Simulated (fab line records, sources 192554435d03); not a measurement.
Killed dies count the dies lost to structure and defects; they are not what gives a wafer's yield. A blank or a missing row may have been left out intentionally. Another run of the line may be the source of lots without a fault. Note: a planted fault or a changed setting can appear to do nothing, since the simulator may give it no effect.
8D (eight disciplines) problem report, filled in by code    flow n5Finfet    the parts of the form that need people (team, actions taken, sign-off) are left out

## 1. PROBLEM STATEMENT
Mean IOFF_P_LIN at N5_BEOL_M4_RC_MEAS_101: 0.266 nA/um over 3 wafers in 2 lots; fault-free wafers: 0.098 nA/um, standard deviation 0.012. Relative to the usual mean, that is a shift of +14 standard deviations.
First observed at day 8 06:26: wafer L694.3, on prober-02. The record holds 26 wafers of 9 lots with a number at this step. Rule for "out", or "out of limits": more than 4 standard deviations from the usual mean. All remaining wafers that have a number are taken as sound.

## 2. WHAT IT IS AND WHAT IT IS NOT
question                     is                                                                      is not
which readings at this step  IOFF_P_LIN, IOFF_P, IOFF_P_85C, IOFF_P_LONG, VT_P, VT_P_LONG, VT_P_LVT  DIBL_N, DIBL_P, IOFF_N, ION_N, SS_N, SS_P, VT_N
which lots                   L694, L698                                                              L692, L703, L704, L708, L709, L712, L714
which wafers of those lots   L694.3, L698.3, L698.6                                                  L694.2, L698.2
read on which gauges         prober-02                                                               prober-01
when                         from day 8 06:26                                                        up to then (4 sound wafers); but 19 sound wafers of L698, L703, L704, L708, L709, L712, L714 came after

## 3. SUSPECTS, AND WHAT RULES EACH OUT
Counting: any tool at a process step up to the reading remains a suspect provided it ran every lot that is out. Sound lots after the first of them don't rule it out here, since some wafers of a struck lot are sound.
- the gauge at N5_BEOL_M4_RC_MEAS_101: kept. All the wafers that are out were read on prober-02, and no step on other tools shows them out.
- rieDiel-04 at N5_DUMMY_REMOVAL_HM_STRIP_01 (strips SiNx in CH3F/O2, stops on poly-Si, target depth 4 nm, time 6.8 s): kept. It processed each lot that is out (first: L694, day 4 16:06); up to then, its last sound lot is L692 (day 4 08:17).
- aldMetal-01 at N5_HKMG_FIN_PWFM_ALD_03 (deposits TiN, target thk 2 nm, pulse time 1 s, purge time 3 s): kept. It processed each lot that is out (first: L694, day 4 20:03); up to then, its last sound lot is L692 (day 4 12:47).
- Within aldMetal-01 at N5_HKMG_FIN_PWFM_ALD_03: the wafers that are out ran in chambers 1, 2; their sound lot-mates ran in chambers 0, 3.
The count leaves rieDiel-04 at N5_DUMMY_REMOVAL_HM_STRIP_01, aldMetal-01 at N5_HKMG_FIN_PWFM_ALD_03, and prober-02 at N5_BEOL_M4_RC_MEAS_101.

## 4. THE CAUSE (what the simulator had put in)
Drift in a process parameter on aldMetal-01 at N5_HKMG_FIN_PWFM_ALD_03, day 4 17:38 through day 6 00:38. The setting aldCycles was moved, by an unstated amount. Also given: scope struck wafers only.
This tool is one of the 3 suspects left after counting.

## 5. SEQUENCE OF EFFECTS, ordered by route
Each row: a reading whose mean over the struck wafers that have a number lies more than 3 standard deviations from the usual. Only readings whose record carries a usual standard deviation are examined. hours: median over the lots of the time between each lot's start at the first step of this table that gives one and its start at this step. sigmas: the change, counted in usual standard deviations.
hours  step                     reading       usual           on struck wafers  change     sigmas
0      N5_BEOL_M4_RC_MEAS_101   IOFF_P        0.21 nA/um      0.57              +0.36      +12
0      N5_BEOL_M4_RC_MEAS_101   IOFF_P_85C    3.6 nA/um       8.3               +4.7       +11
0      N5_BEOL_M4_RC_MEAS_101   IOFF_P_LIN    0.098 nA/um     0.266             +0.168     +14
0      N5_BEOL_M4_RC_MEAS_101   IOFF_P_LONG   0.000105 nA/um  0.000191          +0.000086  +9.7
0      N5_BEOL_M4_RC_MEAS_101   ION_P         463 uA/um       507               +44        +6.3
0      N5_BEOL_M4_RC_MEAS_101   VT_P          -250 mV         -223              +27        +7.5
0      N5_BEOL_M4_RC_MEAS_101   VT_P_LONG     -276 mV         -251              +25        +7.8
0      N5_BEOL_M4_RC_MEAS_101   VT_P_LVT      -99.2 mV        -72.2             +27.0      +10
99     N5_PASSIVATION_PROBE_49  sortNPass     1079            852               -227       -13
99     N5_PASSIVATION_PROBE_49  sortYieldPct  91.4 %          72.2              -19.2      -13
The process steps in it:
- N5_PASSIVATION_PROBE_49

## 6. WHAT WOULD HAVE CAUGHT IT SOONER
Counted from the fault's start at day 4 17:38, it took 85 hours until the first out-of-limits reading at a measuring or inspecting step in this record, taken at day 8 06:26.
Of the tool readings at N5_HKMG_FIN_PWFM_ALD_03 for which the record gives a usual standard deviation, none was out on any struck wafer, so an alarm limit of 4 standard deviations on them would not have fired.
Each of the lots that are out, 2 in all, had begun N5_HKMG_FIN_PWFM_ALD_03 on aldMetal-01 no later than day 8 06:26. A hold on the tool at that time would have spared none of them.
